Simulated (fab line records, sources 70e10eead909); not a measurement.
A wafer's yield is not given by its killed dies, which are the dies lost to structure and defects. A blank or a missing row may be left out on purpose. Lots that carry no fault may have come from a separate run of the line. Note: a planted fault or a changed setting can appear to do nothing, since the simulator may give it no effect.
Which tool is to blame? / flow nandHarc / Sampling: 15 lots, 42 wafers, 4 of 1159 route steps

## WHAT THE GAUGES SHOWED, per wafer
No reading from a measuring or inspecting step in the record can be judged against a usual standard deviation.

## WHICH TOOL RAN EACH LOT (tool, then ch and the chambers of the sampled wafers, then the start)
lot=L475; NHARC_A_STAIRCASE_STRIP_205=plasmaAsher-01 ch 0,1, day 11 16:17; NHARC_A_STAIRCASE_TRIM_222=rieDiel-03 ch 0,1, day 11 20:05 or earlier; NHARC_A_STAIRCASE_TRIM_224=rieDiel-03 ch 0,1,2, day 11 20:05 or earlier; NHARC_A_STAIRCASE_TRIM_235=rieDiel-03 ch 0,1, day 11 20:05
lot=L476; NHARC_A_STAIRCASE_STRIP_205=plasmaAsher-02 ch 0,1, day 11 19:18; NHARC_A_STAIRCASE_TRIM_222=rieDiel-03 ch 1,2,3, day 12 00:49 or earlier; NHARC_A_STAIRCASE_TRIM_224=rieDiel-03 ch 1,2,3, day 12 00:49 or earlier; NHARC_A_STAIRCASE_TRIM_235=rieDiel-03 ch 1,2,3, day 12 00:49
lot=L477; NHARC_A_STAIRCASE_STRIP_205=plasmaAsher-02 ch 0,1, day 11 19:39; NHARC_A_STAIRCASE_TRIM_222=rieDiel-11 ch 1,2,3, day 11 23:11 or earlier; NHARC_A_STAIRCASE_TRIM_224=rieDiel-11 ch 1,2,3, day 11 23:11 or earlier; NHARC_A_STAIRCASE_TRIM_235=rieDiel-11 ch 0,1,3, day 11 23:11
lot=L478; NHARC_A_STAIRCASE_STRIP_205=plasmaAsher-02 ch 0,1, day 12 01:09; NHARC_A_STAIRCASE_TRIM_222=rieDiel-04 ch 0,2,3, day 12 05:05 or earlier; NHARC_A_STAIRCASE_TRIM_224=rieDiel-04 ch 0,2, day 12 05:05 or earlier; NHARC_A_STAIRCASE_TRIM_235=rieDiel-04 ch 0,1,2, day 12 05:05
lot=L480; NHARC_A_STAIRCASE_STRIP_205=plasmaAsher-01 ch 0,1, day 13 11:16; NHARC_A_STAIRCASE_TRIM_222=rieDiel-04 ch 0,1,3, day 13 14:52 or earlier; NHARC_A_STAIRCASE_TRIM_224=rieDiel-04 ch 0,1, day 13 14:52 or earlier; NHARC_A_STAIRCASE_TRIM_235=rieDiel-03 ch 1,2, day 13 14:52
lot=L481; NHARC_A_STAIRCASE_STRIP_205=plasmaAsher-02 ch 0,1, day 13 11:23; NHARC_A_STAIRCASE_TRIM_222=rieDiel-04 ch 0,3, day 13 15:07 or earlier; NHARC_A_STAIRCASE_TRIM_224=rieDiel-04 ch 1,3, day 13 15:07 or earlier; NHARC_A_STAIRCASE_TRIM_235=rieDiel-11 ch 0,1,3, day 13 15:07
lot=L482; NHARC_A_STAIRCASE_STRIP_205=plasmaAsher-01 ch 0,1, day 13 14:18; NHARC_A_STAIRCASE_TRIM_222=rieDiel-11 ch 1,2,3, day 13 17:31 or earlier; NHARC_A_STAIRCASE_TRIM_224=rieDiel-11 ch 0,1, day 13 17:31 or earlier; NHARC_A_STAIRCASE_TRIM_235=rieDiel-04 ch 1,2,3, day 13 17:31
lot=L485; NHARC_A_STAIRCASE_STRIP_205=plasmaAsher-01 ch 0,1, day 13 16:54; NHARC_A_STAIRCASE_TRIM_222=rieDiel-03 ch 0,1,2, day 13 20:17 or earlier; NHARC_A_STAIRCASE_TRIM_224=rieDiel-03 ch 1,2,3, day 13 20:17 or earlier; NHARC_A_STAIRCASE_TRIM_235=rieDiel-11 ch 2,3, day 13 20:17
lot=L486; NHARC_A_STAIRCASE_STRIP_205=plasmaAsher-01 ch 0,1, day 14 12:18; NHARC_A_STAIRCASE_TRIM_222=rieDiel-04 ch 0,1,2, day 14 15:41 or earlier; NHARC_A_STAIRCASE_TRIM_224=rieDiel-04 ch 0,3, day 14 15:41 or earlier; NHARC_A_STAIRCASE_TRIM_235=rieDiel-04 ch 1,3, day 14 15:41
lot=L489; NHARC_A_STAIRCASE_STRIP_205=plasmaAsher-02 ch 0,1, day 15 10:25; NHARC_A_STAIRCASE_TRIM_222=rieDiel-11 ch 1,2, day 15 14:08 or earlier; NHARC_A_STAIRCASE_TRIM_224=rieDiel-11 ch 0,1, day 15 14:08 or earlier; NHARC_A_STAIRCASE_TRIM_235=rieDiel-11 ch 1,3, day 15 14:08
lot=L488; NHARC_A_STAIRCASE_STRIP_205=plasmaAsher-02 ch 0,1, day 15 14:26; NHARC_A_STAIRCASE_TRIM_222=rieDiel-04 ch 0,2, day 15 19:58 or earlier; NHARC_A_STAIRCASE_TRIM_224=rieDiel-04 ch 0,3, day 15 19:58 or earlier; NHARC_A_STAIRCASE_TRIM_235=rieDiel-11 ch 2,3, day 15 19:58
lot=L490; NHARC_A_STAIRCASE_STRIP_205=plasmaAsher-02 ch 0,1, day 15 18:05; NHARC_A_STAIRCASE_TRIM_222=rieDiel-11 ch 1,3, day 15 21:46 or earlier; NHARC_A_STAIRCASE_TRIM_224=rieDiel-11 ch 1,2, day 15 21:46 or earlier; NHARC_A_STAIRCASE_TRIM_235=rieDiel-11 ch 0,1, day 15 21:46
lot=L495; NHARC_A_STAIRCASE_STRIP_205=plasmaAsher-01 ch 0,1, day 16 03:31; NHARC_A_STAIRCASE_TRIM_222=rieDiel-03 ch 0,2,3, day 16 07:01 or earlier; NHARC_A_STAIRCASE_TRIM_224=rieDiel-03 ch 0,1,3, day 16 07:01 or earlier; NHARC_A_STAIRCASE_TRIM_235=rieDiel-03 ch 1,2,3, day 16 07:01
lot=L496; NHARC_A_STAIRCASE_STRIP_205=plasmaAsher-02 ch 1, day 16 12:05; NHARC_A_STAIRCASE_TRIM_222=rieDiel-03 ch 2,3, day 16 15:38 or earlier; NHARC_A_STAIRCASE_TRIM_224=rieDiel-03 ch 0,1,3, day 16 15:38 or earlier; NHARC_A_STAIRCASE_TRIM_235=rieDiel-03 ch 1,2,3, day 16 15:38
lot=L497; NHARC_A_STAIRCASE_STRIP_205=plasmaAsher-02 ch 0,1, day 16 12:40; NHARC_A_STAIRCASE_TRIM_222=rieDiel-03 ch 0,1, day 16 16:22 or earlier; NHARC_A_STAIRCASE_TRIM_224=rieDiel-03 ch 1,2, day 16 16:22 or earlier; NHARC_A_STAIRCASE_TRIM_235=rieDiel-04 ch 1,2, day 16 16:22
- NHARC_A_STAIRCASE_STRIP_205: strips in O2.
- NHARC_A_STAIRCASE_TRIM_222: chemistry O2, time 211.2 s.
- NHARC_A_STAIRCASE_TRIM_224: chemistry O2, time 211.2 s.
- NHARC_A_STAIRCASE_TRIM_235: chemistry O2, time 211.2 s.

## WHAT THE TOOLS THEMSELVES READ (means of the sampled wafers that have a number; where no wafer has one, the mark that the record gives instead)
NHARC_A_STAIRCASE_STRIP_205. Usual: drypumpMotorCurrentA 5.5 A, standard deviation 0.35; heaterPowerW 323 W, standard deviation 34.
lot=L475; tool=plasmaAsher-01; drypumpMotorCurrentA (A)=5.1; heaterPowerW (W)=309; flag=
lot=L476; tool=plasmaAsher-02; drypumpMotorCurrentA (A)=5.8; heaterPowerW (W)=340; flag=
lot=L477; tool=plasmaAsher-02; drypumpMotorCurrentA (A)=5.8; heaterPowerW (W)=346; flag=
lot=L478; tool=plasmaAsher-02; drypumpMotorCurrentA (A)=5.8; heaterPowerW (W)=345; flag=
lot=L480; tool=plasmaAsher-01; drypumpMotorCurrentA (A)=5.0; heaterPowerW (W)=315; flag=
lot=L481; tool=plasmaAsher-02; drypumpMotorCurrentA (A)=5.8; heaterPowerW (W)=339; flag=
lot=L482; tool=plasmaAsher-01; drypumpMotorCurrentA (A)=5.1; heaterPowerW (W)=319; flag=
lot=L485; tool=plasmaAsher-01; drypumpMotorCurrentA (A)=5.1; heaterPowerW (W)=320; flag=
lot=L486; tool=plasmaAsher-01; drypumpMotorCurrentA (A)=5.1; heaterPowerW (W)=317; flag=
lot=L489; tool=plasmaAsher-02; drypumpMotorCurrentA (A)=5.8; heaterPowerW (W)=336; flag=
lot=L488; tool=plasmaAsher-02; drypumpMotorCurrentA (A)=5.8; heaterPowerW (W)=346; flag=
lot=L490; tool=plasmaAsher-02; drypumpMotorCurrentA (A)=5.8; heaterPowerW (W)=350; flag=
lot=L495; tool=plasmaAsher-01; drypumpMotorCurrentA (A)=5.1; heaterPowerW (W)=290; flag=
lot=L496; tool=plasmaAsher-02; drypumpMotorCurrentA (A)=5.8; heaterPowerW (W)=328; flag=
lot=L497; tool=plasmaAsher-02; drypumpMotorCurrentA (A)=5.8; heaterPowerW (W)=343; flag=

NHARC_A_STAIRCASE_TRIM_222. Usual: drypumpMotorCurrentA 6.0 A, standard deviation 0.5; oesProductAu 1.002 a.u., standard deviation 0.0068; rfVppV 57.7 V, standard deviation 0.87; showerheadPlenumPTorr 3.50 Torr, standard deviation 0.18; throttleValvePct 17.036 %, standard deviation 0.0091.
lot=L475; tool=rieDiel-03; drypumpMotorCurrentA (A)=5.7; oesProductAu (a.u.)=0.999; rfVppV (V)=57.2; showerheadPlenumPTorr (Torr)=3.30; throttleValvePct (%)=17.038; flag=
lot=L476; tool=rieDiel-03; drypumpMotorCurrentA (A)=6.5; oesProductAu (a.u.)=1.002; rfVppV (V)=56.8; showerheadPlenumPTorr (Torr)=3.52; throttleValvePct (%)=17.024; flag=
lot=L477; tool=rieDiel-11; drypumpMotorCurrentA (A)=5.4; oesProductAu (a.u.)=0.999; rfVppV (V)=57.8; showerheadPlenumPTorr (Torr)=3.44; throttleValvePct (%)=17.046; flag=
lot=L478; tool=rieDiel-04; drypumpMotorCurrentA (A)=5.8; oesProductAu (a.u.)=1.002; rfVppV (V)=58.0; showerheadPlenumPTorr (Torr)=3.53; throttleValvePct (%)=17.034; flag=
lot=L480; tool=rieDiel-04; drypumpMotorCurrentA (A)=6.1; oesProductAu (a.u.)=1.003; rfVppV (V)=57.2; showerheadPlenumPTorr (Torr)=3.70; throttleValvePct (%)=17.038; flag=
lot=L481; tool=rieDiel-04; drypumpMotorCurrentA (A)=6.0; oesProductAu (a.u.)=1.005; rfVppV (V)=58.4; showerheadPlenumPTorr (Torr)=3.67; throttleValvePct (%)=17.036; flag=
lot=L482; tool=rieDiel-11; drypumpMotorCurrentA (A)=5.4; oesProductAu (a.u.)=0.995; rfVppV (V)=57.9; showerheadPlenumPTorr (Torr)=3.43; throttleValvePct (%)=17.031; flag=
lot=L485; tool=rieDiel-03; drypumpMotorCurrentA (A)=6.2; oesProductAu (a.u.)=1.003; rfVppV (V)=57.5; showerheadPlenumPTorr (Torr)=3.37; throttleValvePct (%)=17.032; flag=
lot=L486; tool=rieDiel-04; drypumpMotorCurrentA (A)=5.9; oesProductAu (a.u.)=1.000; rfVppV (V)=58.3; showerheadPlenumPTorr (Torr)=3.56; throttleValvePct (%)=17.043; flag=
lot=L489; tool=rieDiel-11; drypumpMotorCurrentA (A)=5.5; oesProductAu (a.u.)=0.992; rfVppV (V)=58.3; showerheadPlenumPTorr (Torr)=3.50; throttleValvePct (%)=17.022; flag=
lot=L488; tool=rieDiel-04; drypumpMotorCurrentA (A)=5.8; oesProductAu (a.u.)=1.009; rfVppV (V)=58.6; showerheadPlenumPTorr (Torr)=3.43; throttleValvePct (%)=17.044; flag=
lot=L490; tool=rieDiel-11; drypumpMotorCurrentA (A)=5.5; oesProductAu (a.u.)=1.008; rfVppV (V)=58.1; showerheadPlenumPTorr (Torr)=3.33; throttleValvePct (%)=17.043; flag=
lot=L495; tool=rieDiel-03; drypumpMotorCurrentA (A)=6.1; oesProductAu (a.u.)=1.007; rfVppV (V)=57.9; showerheadPlenumPTorr (Torr)=3.48; throttleValvePct (%)=17.037; flag=
lot=L496; tool=rieDiel-03; drypumpMotorCurrentA (A)=6.5; oesProductAu (a.u.)=1.010; rfVppV (V)=58.1; showerheadPlenumPTorr (Torr)=3.62; throttleValvePct (%)=17.032; flag=
lot=L497; tool=rieDiel-03; drypumpMotorCurrentA (A)=5.7; oesProductAu (a.u.)=0.996; rfVppV (V)=57.0; showerheadPlenumPTorr (Torr)=3.28; throttleValvePct (%)=17.033; flag=

NHARC_A_STAIRCASE_TRIM_224. Usual: drypumpMotorCurrentA 6.0 A, standard deviation 0.5; oesProductAu 1.001 a.u., standard deviation 0.0073; rfVppV 57.9 V, standard deviation 0.9; showerheadPlenumPTorr 3.50 Torr, standard deviation 0.18; throttleValvePct 17.036 %, standard deviation 0.0087.
lot=L475; tool=rieDiel-03; drypumpMotorCurrentA (A)=6.1; oesProductAu (a.u.)=1.006; rfVppV (V)=57.8; showerheadPlenumPTorr (Torr)=3.38; throttleValvePct (%)=17.038; flag=
lot=L476; tool=rieDiel-03; drypumpMotorCurrentA (A)=6.5; oesProductAu (a.u.)=1.001; rfVppV (V)=58.6; showerheadPlenumPTorr (Torr)=3.52; throttleValvePct (%)=17.037; flag=
lot=L477; tool=rieDiel-11; drypumpMotorCurrentA (A)=5.5; oesProductAu (a.u.)=1.006; rfVppV (V)=57.9; showerheadPlenumPTorr (Torr)=3.44; throttleValvePct (%)=17.035; flag=
lot=L478; tool=rieDiel-04; drypumpMotorCurrentA (A)=5.7; oesProductAu (a.u.)=1.007; rfVppV (V)=58.2; showerheadPlenumPTorr (Torr)=3.40; throttleValvePct (%)=17.044; flag=
lot=L480; tool=rieDiel-04; drypumpMotorCurrentA (A)=6.0; oesProductAu (a.u.)=1.010; rfVppV (V)=57.9; showerheadPlenumPTorr (Torr)=3.67; throttleValvePct (%)=17.034; flag=
lot=L481; tool=rieDiel-04; drypumpMotorCurrentA (A)=6.2; oesProductAu (a.u.)=1.004; rfVppV (V)=58.1; showerheadPlenumPTorr (Torr)=3.77; throttleValvePct (%)=17.035; flag=
lot=L482; tool=rieDiel-11; drypumpMotorCurrentA (A)=6.2; oesProductAu (a.u.)=1.004; rfVppV (V)=57.8; showerheadPlenumPTorr (Torr)=3.52; throttleValvePct (%)=17.037; flag=
lot=L485; tool=rieDiel-03; drypumpMotorCurrentA (A)=6.5; oesProductAu (a.u.)=1.002; rfVppV (V)=57.3; showerheadPlenumPTorr (Torr)=3.51; throttleValvePct (%)=17.037; flag=
lot=L486; tool=rieDiel-04; drypumpMotorCurrentA (A)=6.1; oesProductAu (a.u.)=1.004; rfVppV (V)=58.2; showerheadPlenumPTorr (Torr)=3.66; throttleValvePct (%)=17.036; flag=
lot=L489; tool=rieDiel-11; drypumpMotorCurrentA (A)=6.0; oesProductAu (a.u.)=1.003; rfVppV (V)=57.5; showerheadPlenumPTorr (Torr)=3.48; throttleValvePct (%)=17.040; flag=
lot=L488; tool=rieDiel-04; drypumpMotorCurrentA (A)=6.0; oesProductAu (a.u.)=0.999; rfVppV (V)=57.2; showerheadPlenumPTorr (Torr)=3.64; throttleValvePct (%)=17.038; flag=
lot=L490; tool=rieDiel-11; drypumpMotorCurrentA (A)=5.5; oesProductAu (a.u.)=1.006; rfVppV (V)=58.0; showerheadPlenumPTorr (Torr)=3.50; throttleValvePct (%)=17.037; flag=
lot=L495; tool=rieDiel-03; drypumpMotorCurrentA (A)=6.0; oesProductAu (a.u.)=0.996; rfVppV (V)=57.8; showerheadPlenumPTorr (Torr)=3.42; throttleValvePct (%)=17.037; flag=
lot=L496; tool=rieDiel-03; drypumpMotorCurrentA (A)=6.0; oesProductAu (a.u.)=0.994; rfVppV (V)=58.4; showerheadPlenumPTorr (Torr)=3.42; throttleValvePct (%)=17.031; flag=
lot=L497; tool=rieDiel-03; drypumpMotorCurrentA (A)=6.5; oesProductAu (a.u.)=0.993; rfVppV (V)=57.1; showerheadPlenumPTorr (Torr)=3.37; throttleValvePct (%)=17.040; flag=

NHARC_A_STAIRCASE_TRIM_235. Usual: drypumpMotorCurrentA 5.9 A, standard deviation 0.48; oesProductAu 1.003 a.u., standard deviation 0.0079; rfVppV 57.7 V, standard deviation 0.93; showerheadPlenumPTorr 3.49 Torr, standard deviation 0.17; throttleValvePct 17.037 %, standard deviation 0.0092.
lot=L475; tool=rieDiel-03; drypumpMotorCurrentA (A)=6.0; oesProductAu (a.u.)=1.002; rfVppV (V)=56.8; showerheadPlenumPTorr (Torr)=3.32; throttleValvePct (%)=17.032; flag=
lot=L476; tool=rieDiel-03; drypumpMotorCurrentA (A)=6.5; oesProductAu (a.u.)=1.000; rfVppV (V)=57.2; showerheadPlenumPTorr (Torr)=3.52; throttleValvePct (%)=17.026; flag=
lot=L477; tool=rieDiel-11; drypumpMotorCurrentA (A)=5.8; oesProductAu (a.u.)=0.993; rfVppV (V)=57.9; showerheadPlenumPTorr (Torr)=3.43; throttleValvePct (%)=17.041; flag=
lot=L478; tool=rieDiel-04; drypumpMotorCurrentA (A)=5.9; oesProductAu (a.u.)=1.008; rfVppV (V)=58.3; showerheadPlenumPTorr (Torr)=3.39; throttleValvePct (%)=17.040; flag=
lot=L480; tool=rieDiel-03; drypumpMotorCurrentA (A)=6.5; oesProductAu (a.u.)=1.002; rfVppV (V)=56.9; showerheadPlenumPTorr (Torr)=3.39; throttleValvePct (%)=17.037; flag=
lot=L481; tool=rieDiel-11; drypumpMotorCurrentA (A)=5.8; oesProductAu (a.u.)=1.007; rfVppV (V)=58.0; showerheadPlenumPTorr (Torr)=3.42; throttleValvePct (%)=17.039; flag=
lot=L482; tool=rieDiel-04; drypumpMotorCurrentA (A)=6.0; oesProductAu (a.u.)=0.994; rfVppV (V)=57.5; showerheadPlenumPTorr (Torr)=3.60; throttleValvePct (%)=17.039; flag=
lot=L485; tool=rieDiel-11; drypumpMotorCurrentA (A)=5.4; oesProductAu (a.u.)=1.000; rfVppV (V)=58.4; showerheadPlenumPTorr (Torr)=3.51; throttleValvePct (%)=17.034; flag=
lot=L486; tool=rieDiel-04; drypumpMotorCurrentA (A)=6.1; oesProductAu (a.u.)=1.008; rfVppV (V)=58.2; showerheadPlenumPTorr (Torr)=3.73; throttleValvePct (%)=17.030; flag=
lot=L489; tool=rieDiel-11; drypumpMotorCurrentA (A)=5.5; oesProductAu (a.u.)=1.327; rfVppV (V)=57.5; showerheadPlenumPTorr (Torr)=3.33; throttleValvePct (%)=17.029; flag=OFF
lot=L488; tool=rieDiel-11; drypumpMotorCurrentA (A)=5.5; oesProductAu (a.u.)=1.317; rfVppV (V)=58.0; showerheadPlenumPTorr (Torr)=3.44; throttleValvePct (%)=17.044; flag=OFF
lot=L490; tool=rieDiel-11; drypumpMotorCurrentA (A)=6.0; oesProductAu (a.u.)=1.149; rfVppV (V)=57.7; showerheadPlenumPTorr (Torr)=3.48; throttleValvePct (%)=17.035; flag=OFF
lot=L495; tool=rieDiel-03; drypumpMotorCurrentA (A)=6.5; oesProductAu (a.u.)=1.003; rfVppV (V)=57.2; showerheadPlenumPTorr (Torr)=3.50; throttleValvePct (%)=17.037; flag=
lot=L496; tool=rieDiel-03; drypumpMotorCurrentA (A)=6.5; oesProductAu (a.u.)=1.003; rfVppV (V)=57.8; showerheadPlenumPTorr (Torr)=3.49; throttleValvePct (%)=17.040; flag=
lot=L497; tool=rieDiel-04; drypumpMotorCurrentA (A)=6.0; oesProductAu (a.u.)=1.002; rfVppV (V)=57.5; showerheadPlenumPTorr (Torr)=3.62; throttleValvePct (%)=17.040; flag=

## THE ANSWER, worked out from the rows above alone
Rule: a lot is off if the mean of its wafers that have a number lies more than 3 standard deviations from the usual mean. Also off: a lot with no number at a reading for which 4 or more lots have one. Any other lot the step has rows for is counted as sound. First the gauges in route order, then the tools' own readings, where a lot's mean is used as printed above. The first step at which some lot is off is used, and at that step the reading that is off furthest; a lot without a number counts as furthest.
Off: L489, L488, L490, at NHARC_A_STAIRCASE_TRIM_235 (oesProductAu).
A tool fits if, at that step or a process step before it, it ran every lot that is off, and no sound lot after the first of them. With no start given for some of its lots, NHARC_A_STAIRCASE_TRIM_222 uses the hours and lot order of NHARC_A_STAIRCASE_TRIM_235. With no start given for some of its lots, NHARC_A_STAIRCASE_TRIM_224 uses the hours and lot order of NHARC_A_STAIRCASE_TRIM_235. One fits: NHARC_A_STAIRCASE_TRIM_235 on rieDiel-11. A fault onset in the window from L485 (day 13 20:17, its last sound lot) to L489 (day 15 14:08, its first lot off) fits.
The tool's own readings at NHARC_A_STAIRCASE_TRIM_235 bear it out: on the lots that are off they differ by more than 5 times the standard deviation of the sound lots' means. oesProductAu reads 1.264 a.u. there against 1.002 a.u. on the sound lots.

## WHAT THE SIMULATOR PUT IN
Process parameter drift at NHARC_A_STAIRCASE_TRIM_235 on rieDiel-11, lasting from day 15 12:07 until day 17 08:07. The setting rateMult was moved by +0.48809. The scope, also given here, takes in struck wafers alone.
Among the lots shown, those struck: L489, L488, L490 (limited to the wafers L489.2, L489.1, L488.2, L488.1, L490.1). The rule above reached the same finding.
